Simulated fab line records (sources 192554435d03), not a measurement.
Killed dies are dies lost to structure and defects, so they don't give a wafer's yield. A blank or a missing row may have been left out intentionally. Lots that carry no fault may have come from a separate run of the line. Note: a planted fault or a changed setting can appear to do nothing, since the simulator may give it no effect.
Split-lot trial	flow n5-finfet	7 lots, 21 wafers read, on a route of 1938 steps

SPLIT DETAILS
At N5_BEOL_M15_SPUTTER_43 (material TaN, target thk 15 nm, time 24.19 s), the setting time-s was moved away from the recipe's 24.19 s on 9 of the 21 wafers read, by -6.1% to +11.4%. The other wafers ran this setting at the recipe's value.

Reading taken at the split's own step.

THE READING
TaN_of_BEOL_M15_SPUTTER_43.thk-nm (the simulator's own value, which no gauge read), in nm, at N5_BEOL_M15_SPUTTER_43 (material TaN, target thk 15 nm, time 24.19 s). There is no usual value for it anywhere in the file. Average 14.9 nm, standard deviation 0.31 nm, over the 12 wafers here run with the recipe.

wafer	tool, chamber at the split	time-s as run, s	against the recipe	TaN_of_BEOL_M15_SPUTTER_43.thk-nm, nm	against lot-mates on the recipe
L077.4	pvd-sputter-03, -	24.19	recipe	14.8	-
L077.5	pvd-sputter-03, -	24.19	recipe	14.8	-
L077.6	pvd-sputter-03, -	26.95	+11.4%	16.2	+1.4
L078.1	pvd-sputter-02, -	24.19	recipe	15.6	-
L078.4	pvd-sputter-02, -	24.19	recipe	14.8	-
L078.5	pvd-sputter-02, -	24.19	recipe	15	-
L080.2	pvd-sputter-01, -	22.9	-5.3%	14.4	-0.8
L080.3	pvd-sputter-01, -	22.9	-5.3%	14.2	-1.0
L080.5	pvd-sputter-01, -	24.19	recipe	15.2	-
L084.2	pvd-sputter-02, -	24.19	recipe	15.2	-
L084.4	pvd-sputter-02, -	26.63	+10.1%	17.2	+2.0
L084.6	pvd-sputter-02, -	26.63	+10.1%	16.4	+1.2
L088.1	pvd-sputter-03, -	26.01	+7.5%	16	+0.8
L088.2	pvd-sputter-03, -	26.01	+7.5%	16	+0.8
L088.6	pvd-sputter-03, -	24.19	recipe	15.2	-
L087.1	pvd-sputter-03, -	24.19	recipe	14.4	-
L087.2	pvd-sputter-03, -	24.19	recipe	14.6	-
L087.3	pvd-sputter-03, -	22.71	-6.1%	13.8	-0.7
L094.2	pvd-sputter-01, -	25.64	+6.0%	16	+1.2
L094.3	pvd-sputter-01, -	24.19	recipe	14.8	-
L094.5	pvd-sputter-01, -	24.19	recipe	14.8	-

THE FIT
A straight line over all 21 wafers: TaN_of_BEOL_M15_SPUTTER_43.thk-nm changes by +0.152 nm for each +1% of time-s; r = +0.92; the points scatter about the line by 0.33 nm.
The same after taking each lot's own level away (the mean of its wafers on the recipe; 21 wafers): +0.141 nm for each +1%; r = +0.95; scatter 0.25 nm.
The reading moves by 1.6 nm for the largest change in time-s, on that fit.
Measured against the standard deviation above, the lots' own levels, which go from 14.50 to 15.20 nm, span 2.3 times it.
Consequently the slope shifts little with the lot-to-lot level, the two slopes agreeing.
Check: with one of the wafers moved furthest among these (+11.4%) left out of the fit, the line predicts +1.67 nm for it against its lot-mates. Against them it came out at +1.4 nm.

OTHER SPLITS ON THESE WAFERS
Note: prior to the reading, these wafers also went through further splits. Each is held against what the fit with the lots' levels taken away leaves over:
other split on the same wafers	wafers away from the commonest value	r with TaN_of_BEOL_M15_SPUTTER_43.thk-nm (lot level and that fit taken away)
N5_BEOL_M11_EXPOSE_08 dose-mj	8	-0.15
N5_BEOL_M13_ETCH_68 time-s	7	+0.09
N5_BEOL_M13_SPUTTER_44 time-s	10	-0.02
N5_BEOL_M14_TRENCH_ETCH_34 bias-w	7	-0.05
N5_BEOL_M15_ETCH_61 time-s	8	+0.36

THE FILE'S OWN FIT
TaN_of_BEOL_M15_SPUTTER_43.thk-nm changes by +0.139 nm for each +1% of time-s, r = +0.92.
